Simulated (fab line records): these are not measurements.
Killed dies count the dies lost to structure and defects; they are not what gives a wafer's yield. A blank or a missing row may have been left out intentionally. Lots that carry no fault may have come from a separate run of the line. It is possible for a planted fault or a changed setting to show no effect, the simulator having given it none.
fab line records -- flow n5-finfet
record lots=13, wafers=38, last-day=17
route steps=1938 shown BEOL_M7@1307 TV_LITHO@1884 PASSIVATION@1936
lots untouched by any fault: they come from a run of this same line in which no faults occurred
start-h: the number of hours between the record's first day and the start of the first shown wafer of the lot -- wait-h: how many hours have passed since the lot's step before this one -- " unchanged from the row above -- L1.1+2: a row that stands for several wafers -- - no value present, or no start provided -- * or withheld: withheld -- < > ~ a bound
route shown NAME@n: NAME is a module with steps in the file, n the number in the route of the first one -- usual: mean/standard deviation of fault-free wafers -- same: alike in all rows -- chamber/n: place in a boat -- sites: per-site readings -- _std_site: the values' standard deviation -- _edge_site: inner sites' mean taken away from outer sites' mean -- radius-mm: for every site, how far away it sits from the centre of the wafer -- mask NAME#n: copy n -- behind: the most recent tool/chamber to have shaped the wafer -- hold: the reason the lot was held/the length of the hold in hours/how it ended -- device: transistor that didn't switch, given as n, p or np -- end of line: tests of these same wafers at the route's end -- where a step has no rows: the recipe by itself -- killed: at the first sort, the dies lost to defects and structure; wafer yield is something else -- map: dies across one wafer; x = killed, . = not, _ = none there
set.NAME: the setting as run; set.NAME@STEP: as run at that earlier step -- model.NAME: the simulator's own value behind a step, which no gauge read
one table for each step of the route and one row for each wafer, over a sample of lots
services: when a tool's chamber went out of use (start-h, in hours from the record's first day, below 0 if earlier), for how many hours, and the reason
## steps
# step N5_BEOL_M7_STRIP_36
# recipe chemistry=N2/H2, power-w=450, temp-c=40, pressure-mtorr=20, rf-frequency-hz=6e+07, overash-fraction=0.3, bias-power-w=7, h2-frac=0.5, n2-flow-sccm=200, h2-flow-sccm=200
# usual drypump-motor-current-A=5.4/0.44, h2-flow-sccm=200.0/0.58, oes-product-au=0.82/0.094, rf-vpp-V=59.3/1.4, showerhead-plenum-p-Torr=2.57/0.091, throttle-valve-pct=23.6/0.4
lot.wafer,tool,chamber,start-h,wait-h,drypump-motor-current-A,h2-flow-sccm,oes-product-au,rf-hours-counter-h,rf-vpp-V,showerhead-plenum-p-Torr,throttle-valve-pct
L691.2,rie-diel-04,2,205.11,0.0,5.2,200.0,0.85,44,60.3,2.59,23.6
L691.5,rie-diel-04,0,205.11,0.0,5.5,199.6,0.92,-,57.0,2.58,23.1
L693.2,rie-diel-02,2,207.00,0.0,5.5,201.1,0.70,221,59.9,2.63,23.8
L693.5,rie-diel-02,1,207.00,0.0,6.0,200.2,0.66,-,57.3,2.37,22.9
L693.6,rie-diel-02,0,207.00,0.0,5.8,200.8,0.94,-,61.6,2.70,23.5
L692.3,rie-diel-04,1,211.12,0.0,5.4,199.3,0.74,165,57.8,2.55,24.0
L692.5,rie-diel-04,0,211.12,0.0,5.6,200.4,0.93,-,57.7,2.58,23.1
L692.6,rie-diel-04,1,211.12,0.0,5.4,199.8,0.75,-,59.3,2.55,24.0
L694.2,rie-diel-06,1,216.77,0.0,5.8,199.1,0.91,32,57.9,2.46,23.1
L694.4,rie-diel-06,0,216.77,0.0,4.8,201.1,0.72,209,58.1,2.41,23.7
L694.6,rie-diel-06,3,216.77,0.0,4.8,200.1,0.69,-,62.2,2.63,23.9
L696.2,rie-diel-06,1,232.90,0.0,5.8,199.8,0.86,35,56.0,2.46,23.2
L696.3,rie-diel-06,3,232.90,0.0,4.8,199.4,0.68,231,57.1,2.63,23.9
L696.4,rie-diel-06,0,232.90,0.0,4.8,199.1,0.73,214,61.1,2.41,23.8
L703.2,rie-diel-02,2,274.00,0.0,5.5,200.6,0.68,246,58.4,2.62,23.9
L703.3,rie-diel-02,0,274.00,0.0,5.8,199.9,0.90,47,62.4,2.69,23.5
L703.6,rie-diel-02,3,274.00,0.0,5.9,200.0,0.93,-,59.7,2.60,24.0
L706.2,rie-diel-02,3,282.67,0.0,5.9,199.8,0.92,27,59.4,2.60,24.0
L706.4,rie-diel-02,2,282.67,0.0,5.5,199.7,0.67,249,57.8,2.62,23.9
L706.5,rie-diel-02,1,282.67,0.0,6.0,201.1,0.93,-,58.5,2.68,22.5
L709.2,rie-diel-06,1,301.40,0.0,5.8,200.2,0.84,56,58.2,2.45,23.2
L709.3,rie-diel-06,2,301.40,0.0,4.7,198.9,0.87,31,59.9,2.70,23.9
L709.4,rie-diel-06,1,301.40,0.0,5.8,200.6,0.83,-,60.6,2.45,23.2
L708.2,rie-diel-04,1,301.71,0.0,5.3,200.3,0.71,194,57.3,2.53,24.0
L708.3,rie-diel-04,3,301.71,0.0,5.8,200.3,0.71,243,59.5,2.59,24.1
L708.6,rie-diel-04,3,301.71,0.0,5.8,199.7,0.71,-,58.9,2.59,24.1
L710.1,rie-diel-06,1,303.26,0.0,5.8,200.4,0.83,57,60.3,2.45,23.2
L710.2,rie-diel-06,2,303.26,0.0,4.6,199.7,0.87,32,56.2,2.70,23.9
L710.5,rie-diel-06,1,303.26,0.0,5.8,199.5,0.85,-,55.7,2.45,23.2
L711.1,rie-diel-06,3,320.89,0.0,4.8,198.8,0.99,3,58.9,2.61,23.4
L711.5,rie-diel-06,1,320.89,0.0,5.8,200.4,0.84,-,61.4,2.45,23.2
L711.6,rie-diel-06,2,320.89,0.0,4.6,199.4,0.86,-,60.2,2.70,23.9
L712.1,rie-diel-04,0,325.10,0.0,5.6,199.5,0.87,66,57.6,2.57,23.2
L712.3,rie-diel-04,2,325.10,0.0,5.3,200.2,0.82,82,59.7,2.57,23.6
L712.4,rie-diel-04,2,325.10,0.0,5.2,200.0,0.82,-,57.2,2.57,23.6
L713.1,rie-diel-04,0,329.99,0.0,5.6,200.4,0.86,68,59.6,2.57,23.2
L713.3,rie-diel-04,1,329.99,0.0,5.3,199.6,0.73,204,57.9,2.53,24.0
L713.4,rie-diel-04,1,329.99,0.0,5.3,199.9,0.72,-,59.9,2.53,24.0
# step N5_PASSIVATION_OVL_MEAS_60
# recipe points-per-wafer=44
# usual TV_OVL=0/5.1
lot.wafer,tool,chamber,start-h,wait-h,TV_OVL[nm]
L693.2,overlay-02,0,275.57,0.0,16
L693.5,overlay-02,0,275.57,0.0,3
L693.6,overlay-02,0,275.57,0.0,5
L691.2,overlay-01,0,283.63,0.0,6
L691.5,overlay-01,0,283.63,0.0,7
L692.3,overlay-02,0,284.85,0.0,0
L692.5,overlay-02,0,284.85,0.0,-9
L692.6,overlay-02,0,284.85,0.0,3
L694.2,overlay-01,0,295.75,0.0,-8
L694.4,overlay-01,0,295.75,0.0,-10
L694.6,overlay-01,0,295.75,0.0,-3
L696.2,overlay-01,0,304.14,0.0,-1
L696.3,overlay-01,0,304.14,0.0,-5
L696.4,overlay-01,0,304.14,0.0,-3
L703.2,overlay-02,0,339.24,0.0,-2
L703.3,overlay-02,0,339.24,0.0,2
L703.6,overlay-02,0,339.24,0.0,-2
L706.2,overlay-02,0,350.13,0.0,0
L706.4,overlay-02,0,350.13,0.0,-1
L706.5,overlay-02,0,350.13,0.0,-3
L709.2,overlay-01,0,363.09,0.0,1
L709.3,overlay-01,0,363.09,0.0,5
L709.4,overlay-01,0,363.09,0.0,4
L708.2,overlay-01,0,367.67,0.0,5
L708.3,overlay-01,0,367.67,0.0,1
L708.6,overlay-01,0,367.67,0.0,3
L710.1,overlay-01,0,367.96,0.0,-4
L710.2,overlay-01,0,367.96,0.0,-4
L710.5,overlay-01,0,367.96,0.0,-4
L711.1,overlay-01,0,385.78,0.0,-1
L711.5,overlay-01,0,385.78,0.0,-4
L711.6,overlay-01,0,385.78,0.0,4
L712.1,overlay-02,0,399.88,0.0,-3
L712.3,overlay-02,0,399.88,0.0,2
L712.4,overlay-02,0,399.88,0.0,6
L713.1,overlay-02,0,400.04,0.0,-1
L713.3,overlay-02,0,400.04,0.0,1
L713.4,overlay-02,0,400.04,0.0,0
# step N5_PASSIVATION_PROBE_49
# usual defect-limited-yield=90.9/1.6, killed_at_M0_to_M3=34/11, killed_at_M4_up=14/5.7, killed-at-contacts=13/6.5, killed-at-front-end=43/11, killed-at-other=4/3.1, killed-dies=107/19, killed-open=71/14, killed-short=35/7.9, sort_bin_5_function=5.3/1.1, sort_bin_6_memory=3.4/0.74, sort-n-pass=1073/19, sort-yield-pct=90.9/1.6
# same gross-dies=1180, killed-at-back-side=0, sort_bin_4_leakage[%]=0, sort_bin_8_speed[%]=0
lot.wafer,tool,chamber,start-h,wait-h,defect-limited-yield[%],killed_at_M0_to_M3,killed_at_M4_up,killed-at-contacts,killed-at-front-end,killed-at-other,killed-dies,killed-open,killed-short,sort_bin_5_function[%],sort_bin_6_memory[%],sort-n-pass,sort-yield-pct[%]
L703.2,prober-01,-,347.68,0.1,80.8,15,165,9,36,2,227,46,25,11.1,3.9,953,80.8
L703.3,prober-01,-,347.73,0.1,79.3,24,145,8,57,10,244,59,49,12.5,4.3,936,79.3
L703.6,prober-01,-,347.88,0.3,77.7,28,169,12,46,8,263,70,33,13.0,4.6,917,77.7
L706.2,prober-02,-,357.19,0.1,77.5,32,183,17,29,4,265,71,38,13.3,5.0,915,77.5
L706.4,prober-02,-,357.29,0.2,79.5,26,173,16,26,1,242,66,24,11.6,5.2,938,79.5
L706.5,prober-02,-,357.34,0.2,82.1,38,126,6,39,2,211,64,29,9.9,3.4,969,82.1
L710.1,prober-02,-,375.33,0.0,90.9,53,14,4,34,2,107,78,29,4.3,4.3,1073,90.9
L710.5,prober-02,-,375.53,0.2,92.7,31,12,10,29,4,86,52,28,3.6,3.1,1094,92.7
# killed by level:class
L703.2 BEOL_M7:unspecified=156 MOL_CONTACT_COAG:geometric-particle:open=7 FIN_SAQP:geometric-particle:short=6 BEOL_M2:geometric-particle:open=6 STI_FIN_REVEAL:geometric-particle:open=5 DUMMY_GATE:geometric-particle:open=5 BEOL_M4:geometric-particle:open=4 FIN_SAQP:geometric-particle:open=3
L703.3 BEOL_M7:unspecified=135 FIN_SAQP:geometric-particle:short=15 FIN_SAQP:geometric-particle:open=11 BEOL_M2:geometric-particle:open=9 STI_FIN_REVEAL:geometric-particle:open=8 GATE_CUT:geometric-particle:short=4 MOL_CONTACT_COAG:geometric-particle:short=4 MOL_CONTACT_COAG:geometric-particle:open=4
L703.6 BEOL_M7:unspecified=159 STI_FIN_REVEAL:geometric-particle:open=13 MOL_CONTACT_COAG:geometric-particle:open=10 BEOL_M2:geometric-particle:open=8 FIN_SAQP:geometric-particle:short=6 DUMMY_GATE:geometric-particle:open=6 BEOL_M0_SAQP:geometric-particle:short=6 FIN_SAQP:geometric-particle:open=5
L706.2 BEOL_M7:unspecified=155 MOL_CONTACT_COAG:geometric-particle:open=16 BEOL_M4:geometric-particle:open=15 BEOL_M1:geometric-particle:short=7 BEOL_M3:geometric-particle:open=7 BEOL_M4:geometric-particle:short=7 FIN_SAQP:geometric-particle:short=6 BEOL_M2:geometric-particle:open=6
L706.4 BEOL_M7:unspecified=151 BEOL_M3:geometric-particle:open=12 MOL_CONTACT_COAG:geometric-particle:open=11 BEOL_M4:geometric-particle:open=9 FIN_SAQP:geometric-particle:open=7 GATE_CUT:geometric-particle:short=5 BEOL_M1:geometric-particle:open=5 BEOL_M5:geometric-particle:open=5
L706.5 BEOL_M7:unspecified=112 FIN_SAQP:geometric-particle:open=12 BEOL_M3:geometric-particle:open=10 BEOL_M4:geometric-particle:open=7 STI_FIN_REVEAL:geometric-particle:open=6 BEOL_M0_SAQP:geometric-particle:short=6 FIN_SAQP:geometric-particle:short=5 BEOL_M1:geometric-particle:open=5
L710.1 FIN_SAQP:geometric-particle:open=13 BEOL_M0_SAQP:geometric-particle:open=13 BEOL_M1:geometric-particle:open=12 BEOL_M0_SAQP:geometric-particle:short=8 BEOL_M3:geometric-particle:open=8 STI_FIN_REVEAL:geometric-particle:open=5 BEOL_M0:geometric-particle:open=4 DUMMY_GATE:geometric-particle:open=3
L710.5 BEOL_M0_SAQP:geometric-particle:short=9 MOL_CONTACT_COAG:geometric-particle:open=8 BEOL_M0_SAQP:geometric-particle:open=7 STI_FIN_REVEAL:geometric-particle:open=5 HKMG_FIN:area-etch=5 DUMMY_GATE:geometric-particle:open=4 GATE_CUT:geometric-particle:short=4 BEOL_M1:geometric-particle:open=4
## services
tool,chamber,start-h,hours,kind
rie-diel-02,3,188.65,-,clean
rie-diel-02,3,188.65,-,consumable-replace:focus-ring
rie-diel-02,3,188.65,18.4,scheduled-down
rie-diel-02,3,188.65,18.4,vent-cycle
rie-diel-04,-,189.90,2.8,pm
rie-diel-02,1,217.11,-,clean
rie-diel-02,1,217.11,-,consumable-replace:focus-ring
rie-diel-02,1,217.11,-,consumable-replace:showerhead
rie-diel-02,1,217.11,28.9,scheduled-down
rie-diel-02,1,217.11,28.9,vent-cycle
rie-diel-06,1,224.30,2.0,repair
rie-diel-04,0,239.88,1.8,repair
rie-diel-02,1,252.83,7.7,repair
rie-diel-02,2,284.20,-,clean
rie-diel-02,2,284.20,-,consumable-replace:focus-ring
rie-diel-02,2,284.20,12.1,scheduled-down
rie-diel-02,2,284.20,12.1,vent-cycle
rie-diel-06,2,287.31,3.1,repair
rie-diel-06,3,298.34,-,clean
rie-diel-06,3,298.34,-,consumable-replace:focus-ring
rie-diel-04,3,322.86,-,clean
rie-diel-04,3,322.86,-,consumable-replace:focus-ring
rie-diel-04,3,322.86,13.7,scheduled-down
rie-diel-04,3,322.86,13.7,vent-cycle
## key
first-sign step=N5_PASSIVATION_PROBE_49, reading=killed_at_M4_up, direction=up, sigmas=26, usual=14, struck=160
effect step=N5_PASSIVATION_PROBE_49, reading=defect-limited-yield, direction=down, sigmas=7.2, usual=90.9, struck=79.5
more-kills-born-at N5_BEOL_M7_STRIP_36@rie-diel-02=868
met-at N5_BEOL_M7_STRIP_36
struck-lots L703,L706
not-acting-at N5_PASSIVATION_OVL_MEAS_60
onset-between 207.00 274.00
fault kind=chamber-particle-source, tool=rie-diel-02, chamber=-, onset-h=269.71, steps=N5_BEOL_M7_STRIP_36, rate-per-visit-cm2=1.9747, end-h=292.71
